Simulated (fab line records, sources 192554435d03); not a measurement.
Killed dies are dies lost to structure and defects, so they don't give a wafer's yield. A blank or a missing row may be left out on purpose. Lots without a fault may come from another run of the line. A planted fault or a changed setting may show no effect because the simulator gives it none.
Which tool did it? | flow n5_finfet | 7 lots, 21 wafers sampled, at 4 steps of a route of 1938

WHAT THE GAUGES READ, wafer by wafer
N5_BEOL_M2_CD_MEAS_18: pitch 36 nm, target cd 18 nm.
lot  | measured     | on        | cd_nm (nm)
L936 | day 7 01:34  | cd_sem-02 | 18.17 18.16 18.38
L938 | day 7 11:26  | cd_sem-01 | - - -
L942 | day 8 12:46  | cd_sem-03 | 18.13 18.23 17.86
L950 | day 10 11:32 | cd_sem-01 | 18.06 17.80 18.14
L953 | day 11 03:41 | cd_sem-01 | 18.91 18.72 18.08
L956 | day 12 03:17 | cd_sem-01 | 18.45 18.32 18.21
L958 | day 12 15:06 | cd_sem-01 | 17.88 17.62 17.53

WHICH TOOL RAN EACH LOT (tool, then ch and the chambers of the sampled wafers, then the start)
lot  | N5_BEOL_M2_PECVD_72             | N5_BEOL_M2_ETCH_64                 | N5_BEOL_M2_HM_OPEN_17
L936 | pecvd-01 ch 1,2, day 6 23:58    | rie_diel-02 ch 1,3, day 7 01:13    | rie_metal-01 ch 0,1, day 7 01:23
L938 | pecvd-03 ch 0,1, day 7 07:05    | rie_diel-02 ch 1,2,3, day 7 11:05  | rie_metal-01 ch 0,1, day 7 11:16
L942 | pecvd-01 ch 0,1, day 8 08:56    | rie_diel-06 ch 0,1,2, day 8 12:20  | rie_metal-03 ch 0,1, day 8 12:30
L950 | pecvd-03 ch 0,1, day 10 08:42   | rie_diel-06 ch 0,3, day 10 11:11   | rie_metal-02 ch 0,1, day 10 11:22
L953 | pecvd-03 ch 0,1,2, day 11 02:14 | rie_diel-02 ch 0,1,3, day 11 03:21 | rie_metal-03 ch 0,1, day 11 03:31
L956 | pecvd-02 ch 0,2, day 12 01:46   | rie_diel-02 ch 0,1,3, day 12 02:55 | rie_metal-01 ch 0,1, day 12 03:05
L958 | pecvd-02 ch 0,1, day 12 11:29   | rie_diel-06 ch 1,2,3, day 12 14:41 | rie_metal-03 ch 0,1, day 12 14:52
- N5_BEOL_M2_PECVD_72: deposits SiO2 from TEOS/O2, target thk 16 nm, time 18 s.
- N5_BEOL_M2_ETCH_64: etches SOC in N2/H2, target depth 75 nm, overetch 22.5 nm, time 121.9 s.
- N5_BEOL_M2_HM_OPEN_17: chemistry Cl2/BCl3, target TiN, target depth 20 nm, overetch 6 nm.

THE ANSWER, worked out from the rows above alone
Rule: what is usual is taken from the lots themselves. Put in order of their means at a reading, lots are off if they are a third of the lots or fewer, leave a main group of 4 or more, and stand apart from it by a gap of 3 or more times the standard deviation of the main group's means; of several such gaps the widest counts. A main group whose means are all the same, to the digits that the tables above print for the reading, isn't used. A lot without any number at a reading at which 4 lots or more have one is off too. The other lots that the step has rows for count as sound.
Off: L938, at N5_BEOL_M2_CD_MEAS_18 (cd_nm). Without a number there: L938. The main group: mean 18.15 nm, standard deviation 0.28.
A tool fits if, at a process step before that reading, it ran every lot that is off, and no sound lot after the first of them. The gauges at N5_BEOL_M2_CD_MEAS_18 are tried like those tools. None of those tried fits.

WHAT THE SIMULATOR HAD PUT IN
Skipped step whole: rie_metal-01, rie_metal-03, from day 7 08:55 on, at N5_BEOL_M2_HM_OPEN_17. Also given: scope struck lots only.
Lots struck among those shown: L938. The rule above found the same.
